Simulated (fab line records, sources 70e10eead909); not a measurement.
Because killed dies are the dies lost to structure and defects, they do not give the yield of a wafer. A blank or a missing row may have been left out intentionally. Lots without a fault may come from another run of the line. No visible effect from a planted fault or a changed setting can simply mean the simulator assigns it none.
Which tool did it? + flow nand-harc + Sampling: 11 lots, 33 wafers, 6 of 1302 route steps

== WHAT EACH GAUGE READ, for each wafer ==
NHARC_P_M1_CD_MEAS_09: the cd target is 130 nm.
| lot  | measured     | on        | cd-nm (nm)        |
|------|--------------|-----------|-------------------|
| L616 | day 6 06:54  | cd-sem-03 | 129.9 130.0 130.1 |
| L619 | day 7 14:29  | cd-sem-03 | 129.9 130.2 129.6 |
| L626 | day 10 17:57 | cd-sem-03 | 145.6 146.1 145.7 |
| L627 | day 10 18:56 | cd-sem-02 | 129.9 130.0 129.2 |
| L628 | day 11 09:52 | cd-sem-01 | 143.2 143.9 143.3 |
| L631 | day 12 10:49 | cd-sem-02 | 130.1 130.1 130.3 |
| L634 | day 13 17:25 | cd-sem-02 | 129.7 129.7 130.4 |
| L635 | day 14 00:42 | cd-sem-01 | 129.1 129.2 128.9 |
| L637 | day 15 09:08 | cd-sem-03 | 130.1 129.5 129.6 |
| L638 | day 15 13:43 | cd-sem-01 | 130.8 130.3 131.0 |
| L639 | day 15 20:07 | cd-sem-01 | 130.8 129.9 130.8 |

NHARC_END_SORT_01.
| lot  | measured     | on        | defect-limited-yield (%) | killed-at-array | killed-at-other | killed-at-periphery | killed-dies | killed-open | killed-short | sort_bin_2_pct (%) | sort_bin_3_pct (%) | sort_bin_4_pct (%) | sort-n-pass | sort-rim-yield-pct (%) | sort-yield-pct (%) |
|------|--------------|-----------|--------------------------|-----------------|-----------------|---------------------|-------------|-------------|--------------|--------------------|--------------------|--------------------|-------------|------------------------|--------------------|
| L627 | day 28 08:13 | prober-02 | 93 95                    | 41 27           | 2 5             | 3 4                 | 46 36       | 2 3         | 4 1          | 2.2 1.5            | 0.4 0.3            | 4.1 3.5            | 631 641     | 91 93                  | 93 95              |
| L628 | day 29 10:06 | prober-02 | 95 96 95                 | 31 28 29        | 1 0 1           | 5 2 3               | 37 30 33    | 3 9 5       | 2 0 0        | 1.3 1.3 1.2        | 0.4 0.3 0.3        | 3.7 2.8 3.4        | 640 647 644 | 97 92 94               | 95 96 95           |

== EACH LOT AND THE TOOL THAT RAN IT (in order: tool; ch and the chambers of the sampled wafers; start) ==
| lot  | NHARC_P_M0_PVD_20                       | NHARC_P_M1_EXPOSE_06               | NHARC_P_M1_ETCH_28                            | NHARC_P_M1_DEGAS_29          |
|------|-----------------------------------------|------------------------------------|-----------------------------------------------|------------------------------|
| L616 | pvd-sputter-02, day 6 06:46 or earlier  | arfi-scanner-02 ch 0, day 6 06:46  | rie-diel-10 ch 1,2, day 6 08:07 or earlier    | pvd-sputter-03, day 6 08:07  |
| L619 | pvd-sputter-03, day 7 14:22 or earlier  | arfi-scanner-03 ch 0, day 7 14:22  | rie-diel-08 ch 0,1, day 7 15:44 or earlier    | pvd-sputter-02, day 7 15:44  |
| L626 | pvd-sputter-03, day 10 17:49 or earlier | arfi-scanner-03 ch 0, day 10 17:49 | rie-diel-08 ch 0,1,2, day 10 19:12 or earlier | pvd-sputter-03, day 10 19:12 |
| L627 | pvd-sputter-02, day 10 18:48 or earlier | arfi-scanner-01 ch 0, day 10 18:48 | rie-diel-10 ch 1,2, day 10 20:08 or earlier   | pvd-sputter-02, day 10 20:08 |
| L628 | pvd-sputter-02, day 11 09:43 or earlier | arfi-scanner-03 ch 0, day 11 09:43 | rie-diel-08 ch 1,2,3, day 11 11:06 or earlier | pvd-sputter-01, day 11 11:06 |
| L631 | pvd-sputter-03, day 12 10:41 or earlier | arfi-scanner-01 ch 0, day 12 10:41 | rie-diel-08 ch 0,2,3, day 12 12:01 or earlier | pvd-sputter-03, day 12 12:01 |
| L634 | pvd-sputter-02, day 13 17:17 or earlier | arfi-scanner-01 ch 0, day 13 17:17 | rie-diel-10 ch 0,2, day 13 18:38 or earlier   | pvd-sputter-01, day 13 18:38 |
| L635 | pvd-sputter-03, day 14 00:34 or earlier | arfi-scanner-01 ch 0, day 14 00:34 | rie-diel-12 ch 1,2,3, day 14 01:56 or earlier | pvd-sputter-03, day 14 01:56 |
| L637 | pvd-sputter-01, day 15 09:00 or earlier | arfi-scanner-02 ch 0, day 15 09:00 | rie-diel-10 ch 0,1, day 15 10:20 or earlier   | pvd-sputter-01, day 15 10:20 |
| L638 | pvd-sputter-01, day 15 13:35 or earlier | arfi-scanner-02 ch 0, day 15 13:35 | rie-diel-10 ch 0,2, day 15 14:55 or earlier   | pvd-sputter-01, day 15 14:55 |
| L639 | pvd-sputter-02, day 15 19:59 or earlier | arfi-scanner-02 ch 0, day 15 19:59 | rie-diel-08 ch 0,1,2, day 15 21:19 or earlier | pvd-sputter-01, day 15 21:19 |
- NHARC_P_M0_PVD_20: deposits TaN, target thk 5 nm, time 8.06 s.
- NHARC_P_M1_EXPOSE_06: exposes mask P M1, target cd 130 nm.
- NHARC_P_M1_ETCH_28: etches the open film in CF4/N2, target depth 30 nm, time 72.99 s.
- NHARC_P_M1_DEGAS_29: time 60 s.

== WHAT THE TOOLS THEMSELVES READ (means of the sampled wafers that have a number; where no wafer has one, the mark that the record gives instead) ==
NHARC_P_M0_PVD_20.
| lot  | tool           | throttle-valve-pct (%) |
|------|----------------|------------------------|
| L616 | pvd-sputter-02 | 29.4                   |
| L619 | pvd-sputter-03 | 29.2                   |
| L626 | pvd-sputter-03 | 29.8                   |
| L627 | pvd-sputter-02 | 30.3                   |
| L628 | pvd-sputter-02 | 29.4                   |
| L631 | pvd-sputter-03 | 29.8                   |
| L634 | pvd-sputter-02 | 29.4                   |
| L635 | pvd-sputter-03 | 30.3                   |
| L637 | pvd-sputter-01 | 29.8                   |
| L638 | pvd-sputter-01 | 29.7                   |
| L639 | pvd-sputter-02 | 29.8                   |

NHARC_P_M1_EXPOSE_06.
| lot  | tool            | exposure-dose-mJ-cm2 |
|------|-----------------|----------------------|
| L616 | arfi-scanner-02 | 83.5                 |
| L619 | arfi-scanner-03 | 81.8                 |
| L626 | arfi-scanner-03 | 106.6                |
| L627 | arfi-scanner-01 | 81.8                 |
| L628 | arfi-scanner-03 | 101.7                |
| L631 | arfi-scanner-01 | 81.7                 |
| L634 | arfi-scanner-01 | 81.8                 |
| L635 | arfi-scanner-01 | 81.9                 |
| L637 | arfi-scanner-02 | 83.3                 |
| L638 | arfi-scanner-02 | 83.4                 |
| L639 | arfi-scanner-02 | 83.3                 |

NHARC_P_M1_ETCH_28.
| lot  | tool        | drypump-motor-current-A (A) | oes-product-au (a.u.) | rf-vpp-V (V) | showerhead-plenum-p-Torr (Torr) | throttle-valve-pct (%) |
|------|-------------|-----------------------------|-----------------------|--------------|---------------------------------|------------------------|
| L616 | rie-diel-10 | 5.2                         | 0.998                 | 314.5        | 2.64                            | 19.793                 |
| L619 | rie-diel-08 | 5.9                         | 1.000                 | 314.9        | 2.63                            | 19.805                 |
| L626 | rie-diel-08 | 5.9                         | 0.997                 | 313.7        | 2.61                            | 19.788                 |
| L627 | rie-diel-10 | 5.3                         | 1.001                 | 313.0        | 2.55                            | 19.798                 |
| L628 | rie-diel-08 | 5.7                         | 1.002                 | 313.5        | 2.58                            | 19.800                 |
| L631 | rie-diel-08 | 5.7                         | 1.013                 | 312.1        | 2.51                            | 19.784                 |
| L634 | rie-diel-10 | 5.4                         | 1.011                 | 317.0        | 2.76                            | 19.790                 |
| L635 | rie-diel-12 | 5.6                         | 0.995                 | 313.1        | 2.55                            | 19.794                 |
| L637 | rie-diel-10 | 5.4                         | 1.011                 | 315.6        | 2.68                            | 19.791                 |
| L638 | rie-diel-10 | 5.4                         | 1.005                 | 316.9        | 2.76                            | 19.799                 |
| L639 | rie-diel-08 | 5.9                         | 1.004                 | 314.1        | 2.60                            | 19.794                 |

NHARC_P_M1_DEGAS_29.
| lot  | tool           | heater-power-w (W) |
|------|----------------|--------------------|
| L616 | pvd-sputter-03 | 334                |
| L619 | pvd-sputter-02 | 329                |
| L626 | pvd-sputter-03 | 325                |
| L627 | pvd-sputter-02 | 314                |
| L628 | pvd-sputter-01 | 346                |
| L631 | pvd-sputter-03 | 345                |
| L634 | pvd-sputter-01 | 366                |
| L635 | pvd-sputter-03 | 330                |
| L637 | pvd-sputter-01 | 375                |
| L638 | pvd-sputter-01 | 365                |
| L639 | pvd-sputter-01 | 326                |

== THE ANSWER, worked out from the rows above alone ==
Rule: the lots themselves supply what counts as usual. Put in order of their means at a reading, lots are off if they are a third of the lots or fewer, leave a main group of 4 or more, and stand apart from it by a gap of 3 or more times the standard deviation of the main group's means; of several such gaps the widest counts. If all means in a main group match to the digits the tables above print for the reading, that group is not used. Also off: a lot with no number at a reading for which 4 or more lots have one. The other lots that the step has rows for count as sound. After the gauges, taken in route order, come the tools' own readings; for these a lot's mean is taken, as printed above. The first step at which some lot is off is used, and at that step the reading that is off furthest; a lot without a number counts as furthest.
Off: L626, L628, at NHARC_P_M1_CD_MEAS_09 (cd-nm). For the main group the mean is 130.0 nm and the standard deviation 0.45.
A tool fits if, at a process step before that reading, it ran every lot that is off, and no sound lot after the first of them. Not tried: the gauges at NHARC_P_M1_CD_MEAS_09; whatever is off there is also off at NHARC_P_M1_EXPOSE_06, on other tools, and gauge error can't account for it. Because NHARC_P_M0_PVD_20 lacks a start for some lots, the hours and order of its lots are taken from NHARC_P_M1_EXPOSE_06. One fits: arfi-scanner-03 at NHARC_P_M1_EXPOSE_06. A fault onset in the window from L619 (day 7 14:22, its last sound lot) to L626 (day 10 17:49, its first lot off) fits.
The tool's own readings at NHARC_P_M1_EXPOSE_06 bear it out: on the lots that are off they differ by more than 5 times the standard deviation of the sound lots' means. exposure-dose-mJ-cm2 reads 104.2 there against 82.5 on the sound lots.

== WHAT WAS PUT IN BY THE SIMULATOR ==
Drift in process parameters on arfi-scanner-03 at NHARC_P_M1_EXPOSE_06, starting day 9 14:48. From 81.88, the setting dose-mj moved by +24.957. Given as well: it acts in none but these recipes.
Lots struck among those shown: L626, L628. The same result came from the rule above.
